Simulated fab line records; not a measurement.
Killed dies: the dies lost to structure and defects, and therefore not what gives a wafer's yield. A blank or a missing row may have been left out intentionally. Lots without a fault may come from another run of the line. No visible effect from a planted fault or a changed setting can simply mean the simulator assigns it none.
fab line records ; flow nandHarc
record lots=7; wafers=21; lastDay=30
route steps=1302 shown A_ZERO_WELL@405 A_SOURCE_PLATE@413 END@1302
lots that met no fault: from a run of the same line without faults
startH: hours from the record's first day to the start of the lot's first wafer shown ; waitH: hours since the lot's step before ; " as in the row above ; L1.1+2: one row covering several wafers at once ; - either no value or no given start ; * or withheld: withheld ; < > ~ a bound
route shown NAME@n: names a module that has steps shown in the file, with the first one's number in the route ; usual: average and standard deviation across the fault-free wafers ; same: alike in all rows ; chamber/n: place in a boat ; sites: each site's reading ; _std_site: the standard deviation of these ; _edge_site: the outer-site mean with the inner-site mean subtracted ; radiusMm: for every site, how far away it sits from the centre of the wafer ; mask NAME#n: copy n ; behind: the most recent tool/chamber to have shaped the wafer ; hold: why the lot went on hold/how many hours it stayed there/how the hold came to an end ; device: which transistor (n, p or np) failed to switch ; end of line: tests run on the same wafers once the route is complete ; for a step that has no rows: nothing shown but its recipe ; killed: at the first sort, the dies lost to defects and structure; wafer yield is something else ; map: the dies of a wafer, with x for killed, . for not killed, _ for no die there
set.NAME: setting as actually run; set.NAME@STEP: the setting as run at that earlier step ; model.NAME: the simulator's own value behind a step, which no gauge read
lots at some steps of the route; a table a step, a row a wafer
services: the hour from which a tool's chamber was out of use, counted from the record's first day as startH (under 0 if before that day), plus the number of hours and why
## steps
# step NHARC_A_ZERO_WELL_ETCH_13
# recipe targetDepthA=1200; timeS=40.1; hbrFlowSccm=150; cl2FlowSccm=50; rfW=400; icpW=400; biasW=100; chemistry=HBr/Cl2
# usual drypumpMotorCurrentA=5.7/0.34; oesProductAu=1.000/0.0072; throttleValvePct=26.404/0.009
lot.wafer;tool;chamber;startH;waitH;drypumpMotorCurrentA;oesProductAu;rfHoursCounterH;throttleValvePct
L916.4;rieSi-02;1;157.51;-;5.5;0.991;0.28;26.413
L916.1;rieSi-02;3;157.51;-;5.7;1.011;0.32;26.420
L916.5;rieSi-02;2;157.51;-;5.8;0.992;-;26.413
L921.4;rieSi-05;3;214.93;-;5.8;0.994;0.54;26.412
L921.1;rieSi-05;2;214.93;-;5.5;0.997;0.49;26.407
L921.5;rieSi-05;3;214.93;-;5.8;0.983;-;26.404
L922.3;rieSi-03;3;215.52;-;5.9;1.013;0.91;26.404
L922.4;rieSi-03;0;215.52;-;5.1;1.009;1.00;26.397
L922.2;rieSi-03;1;215.52;-;6.2;1.010;1.12;26.406
L923.1;rieSi-05;2;227.59;-;5.5;0.988;0.57;26.399
L923.2;rieSi-05;3;227.59;-;5.8;0.997;0.67;26.420
L923.5;rieSi-05;2;227.59;-;5.5;0.998;-;26.405
L925.2;rieSi-03;3;251.07;-;5.9;0.998;0.12;26.402
L925.4;rieSi-03;0;251.07;-;5.1;1.000;0.06;26.410
L925.1;rieSi-03;1;251.07;-;6.2;1.008;0.06;26.395
L930.4;rieSi-03;0;302.78;-;5.2;1.003;0.37;26.408
L930.5;rieSi-03;3;302.78;-;5.9;1.005;-;26.408
L930.6;rieSi-03;0;302.78;-;5.2;1.000;-;26.407
L931.1;rieSi-03;2;305.07;-;6.0;1.000;0.46;26.399
L931.3;rieSi-03;3;305.07;-;5.9;0.996;0.50;26.400
L931.6;rieSi-03;1;305.07;-;6.2;1.008;-;26.409
# step NHARC_A_ZERO_WELL_STRIP_14
# recipe timeS=900; tempC=130; chemistry=SPM
# step NHARC_A_ZERO_WELL_IMPLANT_15
# recipe energyKev=150; doseCm2=1e+13; tiltDeg=7
# step NHARC_A_ZERO_WELL_PRECLEAN_22
# recipe timeS=60; tempC=50; bathAgeMin=0; chemistry=SC1
# step NHARC_A_ZERO_WELL_SRD_23
# step NHARC_A_ZERO_WELL_RTA_16
# recipe tempC=1000; timeS=10
# usual lampPowerPct=29.6/1.6; lamp_zone_6_pct=29.6/1.6; wafer_temp_C_max=1004.8/1.7
lot.wafer;tool;chamber;startH;waitH;lampPowerPct;lamp_zone_6_pct;wafer_temp_C_max
L916.1;rtpAnneal-01;0;158.46;0.1;28.3;28.3;1003.4
L916.4;rtpAnneal-01;0;158.46;0.1;28.3;28.3;1003.3
L916.5;rtpAnneal-01;0;158.46;0.1;28.3;28.2;1004.5
L921.1;rtpAnneal-01;0;215.83;-;28.3;28.3;1003.8
L921.4;rtpAnneal-01;0;215.83;-;28.3;28.2;1004.1
L921.5;rtpAnneal-01;0;215.83;-;28.3;28.2;1002.8
L922.2;rtpAnneal-02;0;216.45;-;31.5;31.4;1005.3
L922.3;rtpAnneal-02;0;216.45;-;31.5;31.4;1008.0
L922.4;rtpAnneal-02;0;216.45;-;31.5;31.4;1006.7
L923.1;rtpAnneal-01;0;228.48;-;28.3;28.3;1004.2
L923.2;rtpAnneal-01;0;228.48;-;28.3;28.2;1002.5
L923.5;rtpAnneal-01;0;228.48;-;28.3;28.3;1004.3
L925.1;rtpAnneal-01;0;252.04;-;28.3;28.2;1003.7
L925.2;rtpAnneal-01;0;252.04;-;28.3;28.2;1003.8
L925.4;rtpAnneal-01;0;252.04;-;28.3;28.3;1004.3
L930.4;rtpAnneal-02;0;303.75;-;31.5;31.5;1006.0
L930.5;rtpAnneal-02;0;303.75;-;31.6;31.5;1006.6
L930.6;rtpAnneal-02;0;303.75;-;31.5;31.5;1004.7
L931.1;rtpAnneal-02;0;305.97;-;31.5;31.5;1008.3
L931.3;rtpAnneal-02;0;305.97;-;31.5;31.4;1006.2
L931.6;rtpAnneal-02;0;305.97;-;31.5;31.5;1005.0
# step NHARC_A_ZERO_WELL_INSPECT_17
# usual rawDefectCount=10/4.6
lot.wafer;tool;chamber;startH;waitH;rawDefectCount
L916.1;defectInspect-01;-;158.66;0.2;10
L916.4;defectInspect-01;-;158.66;0.2;12
L916.5;defectInspect-01;-;158.66;0.2;8
L921.1;defectInspect-01;-;216.03;0.2;6
L921.4;defectInspect-01;-;216.03;0.2;10
L921.5;defectInspect-01;-;216.03;0.2;10
L922.2;defectInspect-01;-;216.62;0.1;7
L922.3;defectInspect-01;-;216.62;0.1;9
L922.4;defectInspect-01;-;216.62;0.1;4
L923.1;defectInspect-02;-;228.68;0.2;12
L923.2;defectInspect-02;-;228.68;0.2;12
L923.5;defectInspect-02;-;228.68;0.2;13
L925.1;defectInspect-02;-;252.24;0.2;6
L925.2;defectInspect-02;-;252.24;0.2;10
L925.4;defectInspect-02;-;252.24;0.2;10
L930.4;defectInspect-02;-;303.87;0.1;8
L930.5;defectInspect-02;-;303.87;0.1;11
L930.6;defectInspect-02;-;303.87;0.1;4
L931.1;defectInspect-01;-;306.17;0.2;15
L931.3;defectInspect-01;-;306.17;0.2;8
L931.6;defectInspect-01;-;306.17;0.2;10
# step NHARC_A_SOURCE_PLATE_PRECLEAN_00
# recipe timeS=60; chemistry=HF-LAST
# step NHARC_A_SOURCE_PLATE_SRD_01
# step NHARC_A_SOURCE_PLATE_OXIDE_02
# recipe targetThkA=100; tempC=900; oxTimeS=1362; material=SiO2
# step NHARC_A_SOURCE_PLATE_THK_MEAS_09
# recipe thkMeasGauge=ellipsometry
# usual thkNm=9.6/1
lot.wafer;tool;chamber;startH;waitH;thkNm
L916.1;filmMetro-02;-;166.18;0.4;10.7
L916.4;filmMetro-02;-;166.18;0.4;10.3
L916.5;filmMetro-02;-;166.18;0.4;7.2
L921.1;filmMetro-01;-;223.17;0.4;9.7
L921.4;filmMetro-01;-;223.17;0.4;10.7
L921.5;filmMetro-01;-;223.17;0.4;8.4
L922.2;filmMetro-01;-;223.18;0.4;9.3
L922.3;filmMetro-01;-;223.18;0.4;10.3
L922.4;filmMetro-01;-;223.18;0.4;10.0
L923.1;filmMetro-01;-;235.45;0.4;8.1
L923.2;filmMetro-01;-;235.45;0.4;9.0
L923.5;filmMetro-01;-;235.45;0.4;7.6
L925.1;filmMetro-02;-;259.27;0.4;7.4
L925.2;filmMetro-02;-;259.27;0.4;9.1
L925.4;filmMetro-02;-;259.27;0.4;11.0
L931.1;filmMetro-02;-;311.70;0.4;10.8
L931.3;filmMetro-02;-;311.70;0.4;8.3
L931.6;filmMetro-02;-;311.70;0.4;9.2
L930.4;filmMetro-01;-;311.71;0.4;8.1
L930.5;filmMetro-01;-;311.71;0.4;10.8
L930.6;filmMetro-01;-;311.71;0.4;8.6
# step NHARC_A_SOURCE_PLATE_PVD_04
# recipe targetThkA=500; material=WSi2
lot.wafer;tool;chamber;startH;waitH
L916.4+1+5;pvdSputter-03;-;166.26;0.1
L922.4+2+3;pvdSputter-01;-;223.23;0.1
L921.1+4+5;pvdSputter-03;-;223.26;0.1
L923.1+2+5;pvdSputter-03;-;235.51;0.1
L925.4+1+2;pvdSputter-02;-;259.32;0.1
L931.3+1+6;pvdSputter-02;-;311.76;0.1
L930.4+5+6;pvdSputter-01;-;311.81;0.1
# step NHARC_A_SOURCE_PLATE_CVD_03
# recipe targetThkA=2000; tempC=620; pressureMtorr=200; timeS=4000; material=poly-Si
# usual spikeTcBottomC=639.3/2.4; spikeTcCentreC=620.6/1.5; spikeTcLowerC=619.5/1.5; spikeTcTopC=638.3/2.4; spikeTcUpperC=619.6/0.94; tubeCenterTempC=620/0.055
lot.wafer;tool;chamber;startH;waitH;spikeTcBottomC;spikeTcCentreC;spikeTcLowerC;spikeTcTopC;spikeTcUpperC;tubeCenterTempC
L916.1;lpcvdPoly-03;0;168.66;-;636.6;620.8;617.5;640.9;620.0;619.98
L916.4;lpcvdPoly-03;0;168.66;-;636.4;622.7;618.5;639.9;621.2;619.88
L916.5;lpcvdPoly-03;0;168.66;-;635.0;621.6;618.6;641.1;618.9;620
L921.1;lpcvdPoly-03;0;225.65;-;658.0;645.4;641.9;663.6;643.8;643.31
L921.4;lpcvdPoly-03;0;225.65;-;660.3;645.2;641.8;662.7;642.8;643.28
L921.5;lpcvdPoly-03;0;225.65;-;660.9;644.9;641.8;664.6;643.4;643.31
L922.2;lpcvdPoly-03;0;225.65;-;657.9;646.9;642.3;662.9;644.3;643.33
L922.3;lpcvdPoly-03;0;225.65;-;661.3;643.2;643.1;662.9;643.9;643.3
L922.4;lpcvdPoly-03;0;225.65;-;660.4;645.3;640.9;661.5;643.5;643.21
L923.1;lpcvdPoly-03;0;237.93;-;661.7;645.7;642.0;664.4;642.8;643.17
L923.2;lpcvdPoly-03;0;237.93;-;659.7;644.9;640.5;663.5;644.6;643.2
L923.5;lpcvdPoly-03;0;237.93;-;661.0;643.8;642.2;663.7;642.6;643.19
L925.1;lpcvdPoly-01;0;261.84;-;639.4;619.3;621.1;635.8;619.2;619.97
L925.2;lpcvdPoly-01;0;261.84;-;639.2;620.7;622.0;637.0;621.2;620.03
L925.4;lpcvdPoly-01;0;261.84;-;638.7;619.1;620.7;635.7;619.7;619.95
L930.4;lpcvdPoly-01;0;314.27;-;640.2;618.1;620.7;635.8;617.9;620.01
L930.5;lpcvdPoly-01;0;314.27;-;640.0;620.1;621.6;636.2;621.3;620.06
L930.6;lpcvdPoly-01;0;314.27;-;640.1;619.9;620.0;637.1;619.8;619.95
L931.1;lpcvdPoly-01;0;314.27;-;640.1;619.5;621.1;633.9;619.9;619.94
L931.3;lpcvdPoly-01;0;314.27;-;641.0;619.9;620.1;638.0;619.5;620
L931.6;lpcvdPoly-01;0;314.27;-;639.1;619.0;618.4;636.4;618.9;620.04
# step NHARC_A_SOURCE_PLATE_ANNEAL_05
# recipe tempC=850; timeS=1800
# step NHARC_A_SOURCE_PLATE_THK_MEAS_06
# recipe thkMeasGauge=ellipsometry
# usual thkNm=199.7/1.8
lot.wafer;tool;chamber;startH;waitH;thkNm
L916.1;filmMetro-02;-;179.13;0.4;200.8
L916.4;filmMetro-02;-;179.13;0.4;199.3
L916.5;filmMetro-02;-;179.13;0.4;198.9
L921.1;filmMetro-01;-;236.14;0.4;340.8
L921.4;filmMetro-01;-;236.14;0.4;340.3
L921.5;filmMetro-01;-;236.14;0.4;338.2
L922.2;filmMetro-02;-;236.14;0.4;338.1
L922.3;filmMetro-02;-;236.14;0.4;337.5
L922.4;filmMetro-02;-;236.14;0.4;338.7
L923.1;filmMetro-02;-;248.31;0.4;338.9
L923.2;filmMetro-02;-;248.31;0.4;339.2
L923.5;filmMetro-02;-;248.31;0.4;335.9
L925.1;filmMetro-01;-;271.84;0.4;199.7
L925.2;filmMetro-01;-;271.84;0.4;201.4
L925.4;filmMetro-01;-;271.84;0.4;199.2
L931.1;filmMetro-01;-;324.82;0.4;200.7
L931.3;filmMetro-01;-;324.82;0.4;199.4
L931.6;filmMetro-01;-;324.82;0.4;202.3
L930.4;filmMetro-02;-;324.84;0.4;198.6
L930.5;filmMetro-02;-;324.84;0.4;197.8
L930.6;filmMetro-02;-;324.84;0.4;199.5
# step NHARC_END_SORT_01
# recipe tempC=25
# usual killedAtArray=56/21; killedAtOther=1.2/1.6; killedAtPeriphery=3.7/2.5; killedDies=61/21; killedOpen=3.1/1.8; killedShort=2.8/1.7
# same grossDies=677
lot.wafer;tool;chamber;startH;waitH;killedAtArray;killedAtOther;killedAtPeriphery;killedDies;killedOpen;killedShort
L916.1;prober-01;0;560.41;2.5;97;0;1;98;5;3
L916.4;prober-01;0;562.82;3.4;79;0;1;80;4;3
L916.5;prober-01;0;563.62;3.7;55;1;2;58;2;2
L921.1;prober-02;0;634.08;2.4;78;5;3;86;2;2
L921.4;prober-02;0;636.49;3.4;86;0;2;88;3;4
L921.5;prober-02;0;637.29;3.7;68;0;5;73;5;2
L923.1;prober-01;0;652.58;2.5;70;5;3;78;4;2
L923.2;prober-01;0;653.39;2.8;73;5;6;84;6;1
L923.5;prober-01;0;655.80;3.7;90;2;4;96;3;5
L922.2;prober-02;0;653.45;2.8;53;0;4;57;4;3
L922.3;prober-02;0;654.25;3.1;57;2;2;61;1;2
L922.4;prober-02;0;655.05;3.4;76;1;1;78;4;3
L925.1;prober-02;0;671.70;2.5;48;0;3;51;2;2
L925.2;prober-02;0;672.49;2.8;51;0;2;53;2;5
L925.4;prober-02;0;674.06;3.4;45;1;2;48;3;1
L931.1;prober-01;0;711.43;2.5;81;1;7;89;3;6
L931.3;prober-01;0;713.03;3.1;65;0;8;73;3;4
L931.6;prober-01;0;715.44;4.0;77;2;7;86;1;3
L930.4;prober-02;0;713.81;3.4;39;0;8;47;4;4
L930.5;prober-02;0;714.62;3.7;39;1;7;47;2;4
L930.6;prober-02;0;715.42;4.0;23;0;9;32;4;4
# killed by level:class
L916.1 A_CHANNEL_HOLE_D2:chamberFilmFlake=45 A_CHANNEL_HOLE_D1:chamberFilmFlake=34 A_STAIRCASE:chamberFilmFlake=3 A_WL_FILL:chamberFilmFlake=3 A_CONTACT:chamberFilmFlake=3 A_BLC:geometricParticle:open=2 A_ONON_D1:geometricParticle:open=1 A_DECK1_JOINT:geometricParticle:short=1
L916.4 A_CHANNEL_HOLE_D2:chamberFilmFlake=36 A_CHANNEL_HOLE_D1:chamberFilmFlake=32 A_CHANNEL_FILL_D2:geometricParticle:short=3 A_STAIRCASE:chamberFilmFlake=2 A_WL_FILL:chamberFilmFlake=2 P_M0:geometricParticle:open=1 A_SOURCE_PLATE:geometricParticle:open=1 A_ONON_D1:geometricParticle:open=1
L916.5 A_CHANNEL_HOLE_D1:chamberFilmFlake=25 A_CHANNEL_HOLE_D2:chamberFilmFlake=23 A_STAIRCASE:chamberFilmFlake=2 A_ONON_D1:geometricParticle:short=1 A_CHANNEL_FILL_D2:geometricParticle:open=1 A_BLC:geometricParticle:open=1 A_M1:geometricParticle:short=1 P_ZERO_WELL:chamberFilmFlake=1
L921.1 A_CHANNEL_HOLE_D2:chamberFilmFlake=32 A_SLIT:chamberFilmFlake=27 A_CONTACT:chamberFilmFlake=4 THIN_TSV:chamberFilmFlake=4 A_DECK1_JOINT:chamberFilmFlake=3 A_CHANNEL_HOLE_D1:chamberFilmFlake=3 A_CHANNEL_FILL_D2:chamberFilmFlake=3 P_GATE:chamberFilmFlake=2
L921.4 A_CHANNEL_HOLE_D2:chamberFilmFlake=37 A_SLIT:chamberFilmFlake=24 A_CONTACT:chamberFilmFlake=6 A_CHANNEL_HOLE_D1:chamberFilmFlake=3 A_CHANNEL_FILL_D1:chamberFilmFlake=3 A_WL_FILL:geometricParticle:short=2 A_DECK1_JOINT:chamberFilmFlake=2 A_CHANNEL_FILL_D2:chamberFilmFlake=2
L921.5 A_CHANNEL_HOLE_D2:chamberFilmFlake=29 A_SLIT:chamberFilmFlake=19 A_CONTACT:chamberFilmFlake=5 A_CHANNEL_HOLE_D1:chamberFilmFlake=4 P_CONTACT:geometricParticle:open=2 A_DECK1_JOINT:chamberFilmFlake=2 A_WL_FILL:chamberFilmFlake=2 A_ONON_D2:geometricParticle:short=1
L923.1 A_CHANNEL_HOLE_D1:chamberFilmFlake=26 A_CHANNEL_HOLE_D2:chamberFilmFlake=16 A_SLIT:chamberFilmFlake=11 THIN_TSV:chamberFilmFlake=5 A_CONTACT:chamberFilmFlake=3 A_ONON_D1:geometricParticle:short=2 A_ONON_D1:geometricParticle:open=2 A_CHANNEL_FILL_D1:chamberFilmFlake=2
L923.2 A_CHANNEL_HOLE_D1:chamberFilmFlake=31 A_SLIT:chamberFilmFlake=18 A_CHANNEL_HOLE_D2:chamberFilmFlake=14 THIN_TSV:chamberFilmFlake=5 A_M1:chamberFilmFlake=3 P_STI:chamberFilmFlake=2 P_M1:geometricParticle:open=1 A_ONON_D1:geometricParticle:open=1
L922.2 A_CHANNEL_HOLE_D1:chamberFilmFlake=31 A_CHANNEL_HOLE_D2:chamberFilmFlake=7 A_CONTACT:chamberFilmFlake=7 A_M1:chamberFilmFlake=3 P_M0:geometricParticle:open=2 P_STI:geometricParticle:open=1 P_CONTACT:geometricParticle:open=1 A_CHANNEL_FILL_D1:geometricParticle:short=1
L922.3 A_CHANNEL_HOLE_D1:chamberFilmFlake=35 A_CHANNEL_HOLE_D2:chamberFilmFlake=8 A_CONTACT:chamberFilmFlake=6 A_STAIRCASE:chamberFilmFlake=2 THIN_TSV:chamberFilmFlake=2 A_DECK1_JOINT:geometricParticle:open=1 A_ONON_D2:geometricParticle:short=1 A_CHANNEL_FILL_D2:geometricParticle:short=1
L922.4 A_CHANNEL_HOLE_D1:chamberFilmFlake=32 A_CHANNEL_HOLE_D2:chamberFilmFlake=15 A_CONTACT:chamberFilmFlake=10 A_DECK1_JOINT:chamberFilmFlake=5 A_M1:chamberFilmFlake=4 A_SLIT:chamberFilmFlake=2 P_M1:geometricParticle:short=1 A_ONON_D1:geometricParticle:open=1
L923.5 A_CHANNEL_HOLE_D1:chamberFilmFlake=40 A_SLIT:chamberFilmFlake=25 A_CHANNEL_HOLE_D2:chamberFilmFlake=12 A_CONTACT:chamberFilmFlake=4 P_GATE:chamberFilmFlake=2 THIN_TSV:chamberFilmFlake=2 P_STI:geometricParticle:short=1 A_CHANNEL_HOLE_D1:geometricParticle:short=1
L925.1 A_CHANNEL_HOLE_D1:chamberFilmFlake=32 A_STAIRCASE:chamberFilmFlake=3 A_SLIT:chamberFilmFlake=3 A_CONTACT:chamberFilmFlake=3 A_WL_FILL:chamberFilmFlake=2 P_GATE:geometricParticle:open=1 A_DECK1_JOINT:geometricParticle:short=1 A_WL_FILL:geometricParticle:short=1
L925.2 A_CHANNEL_HOLE_D1:chamberFilmFlake=34 A_SLIT:chamberFilmFlake=7 A_WL_FILL:chamberFilmFlake=2 P_GATE:geometricParticle:open=1 A_SOURCE_PLATE:geometricParticle:short=1 A_CHANNEL_FILL_D1:geometricParticle:short=1 A_SGD_CUT:geometricParticle:short=1 A_WL_FILL:geometricParticle:short=1
L925.4 A_CHANNEL_HOLE_D1:chamberFilmFlake=32 A_SLIT:chamberFilmFlake=4 A_CONTACT:chamberFilmFlake=2 A_STAIRCASE:chamberFilmFlake=2 P_M0:geometricParticle:open=1 A_CHANNEL_FILL_D2:geometricParticle:short=1 A_CHANNEL_FILL_D2:geometricParticle:open=1 A_BLC:geometricParticle:open=1
L931.1 A_CHANNEL_HOLE_D1:chamberFilmFlake=34 A_SLIT:chamberFilmFlake=26 A_CHANNEL_HOLE_D2:chamberFilmFlake=11 P_STI:chamberFilmFlake=3 A_CHANNEL_FILL_D1:geometricParticle:short=2 A_STAIRCASE:chamberFilmFlake=2 P_CONTACT:geometricParticle:open=1 P_M0:geometricParticle:open=1
L931.3 A_SLIT:chamberFilmFlake=26 A_CHANNEL_HOLE_D1:chamberFilmFlake=23 A_CHANNEL_HOLE_D2:chamberFilmFlake=7 P_M1:chamberFilmFlake=4 A_STAIRCASE:chamberFilmFlake=3 A_CHANNEL_FILL_D1:geometricParticle:short=2 P_STI:geometricParticle:short=1 P_CONTACT:geometricParticle:short=1
L930.4 A_CHANNEL_HOLE_D1:chamberFilmFlake=12 A_CONTACT:chamberFilmFlake=10 P_CONTACT:chamberFilmFlake=6 A_SLIT:chamberFilmFlake=5 A_STAIRCASE:chamberFilmFlake=2 A_CHANNEL_FILL_D1:geometricParticle:short=1 A_DECK1_JOINT:geometricParticle:open=1 A_CHANNEL_HOLE_D2:geometricParticle:open=1
L930.5 A_CHANNEL_HOLE_D1:chamberFilmFlake=11 A_CONTACT:chamberFilmFlake=9 A_SLIT:chamberFilmFlake=7 P_CONTACT:chamberFilmFlake=6 A_CHANNEL_FILL_D2:geometricParticle:short=2 A_STAIRCASE:chamberFilmFlake=2 A_M1:chamberFilmFlake=2 A_ONON_D1:geometricParticle:short=1
L930.6 A_CHANNEL_HOLE_D1:chamberFilmFlake=9 P_CONTACT:chamberFilmFlake=8 A_CONTACT:chamberFilmFlake=5 A_CHANNEL_FILL_D2:geometricParticle:short=2 P_GATE:geometricParticle:open=1 A_SOURCE_PLATE:geometricParticle:short=1 A_ONON_D1:geometricParticle:short=1 A_DECK1_JOINT:geometricParticle:open=1
L931.6 A_CHANNEL_HOLE_D1:chamberFilmFlake=38 A_SLIT:chamberFilmFlake=20 A_CHANNEL_HOLE_D2:chamberFilmFlake=15 P_M1:chamberFilmFlake=3 P_STI:chamberFilmFlake=2 THIN_TSV:chamberFilmFlake=2 P_CONTACT:geometricParticle:short=1 P_M0:geometricParticle:short=1
## services
tool;chamber;startH;hours;kind
rieSi-05;0;137.00;-;clean
rieSi-05;1;137.00;-;clean
rieSi-02;1;137.42;1.0;repair
pvdSputter-02;-;145.49;0.6;repair
pvdSputter-03;-;170.04;10.0;pm
rieSi-03;-;221.00;9.0;pm
rieSi-03;0;221.00;9.0;ventCycle
rieSi-03;1;221.00;9.0;ventCycle
rieSi-03;2;221.00;9.0;ventCycle
rieSi-03;3;221.00;9.0;ventCycle
pvdSputter-01;-;226.00;10.0;pm
rieSi-03;0;230.00;-;clean
rieSi-03;1;230.00;-;clean
rieSi-03;2;230.00;-;clean
rieSi-03;3;230.00;-;clean
pvdSputter-02;-;236.49;4.4;repair
rieSi-03;-;238.23;0.3;repair
rieSi-03;0;248.99;1.3;repair
rieSi-02;-;277.00;9.0;pm
pvdSputter-02;-;282.00;10.0;pm
pvdSputter-02;-;296.03;3.5;repair
pvdSputter-03;-;297.02;1.9;repair
rieSi-05;-;305.00;9.0;pm
rieSi-03;3;310.82;36.1;repair
## key
firstSign step=NHARC_A_SOURCE_PLATE_CVD_03; reading=tubeCenterTempC; direction=up; sigmas=99+; usual=*; struck=*
effect step=NHARC_A_SOURCE_PLATE_CVD_03; reading=spikeTcUpperC; direction=up; sigmas=25; usual=619.6; struck=643.5
effect step=NHARC_A_SOURCE_PLATE_THK_MEAS_06; reading=thkNm; direction=up; sigmas=76; usual=199.7; struck=338.6
metAt NHARC_A_SOURCE_PLATE_PVD_04,NHARC_A_SOURCE_PLATE_CVD_03
struckWafers L921.1,L921.4,L921.5,L922.2,L922.3,L922.4,L923.1,L923.2,L923.5
testerLeftOut L921,L922,L923
onsetBetween 168.66 223.26
fault kind=processParameterDrift; tool=pvdSputter-03; chamber=-; onsetH=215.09; steps=NHARC_A_SOURCE_PLATE_PVD_04; channel=targetThkA; offset=*; shape=step; endH=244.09; actsIn=*; stated=*
fault kind=processParameterDrift; tool=lpcvdPoly-03; chamber=-; onsetH=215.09; steps=NHARC_A_SOURCE_PLATE_CVD_03; channel=tempC; offset=*; shape=step; endH=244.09; actsIn=*; stated=*
# testerLeftOut: of these lots the tester's yield and bins aren't shown, on N5 and GAA mostly nor the transistor test; their killed dies are dies lost to structure and defects alone, not to doping, threshold or leakage, so they don't give the yield
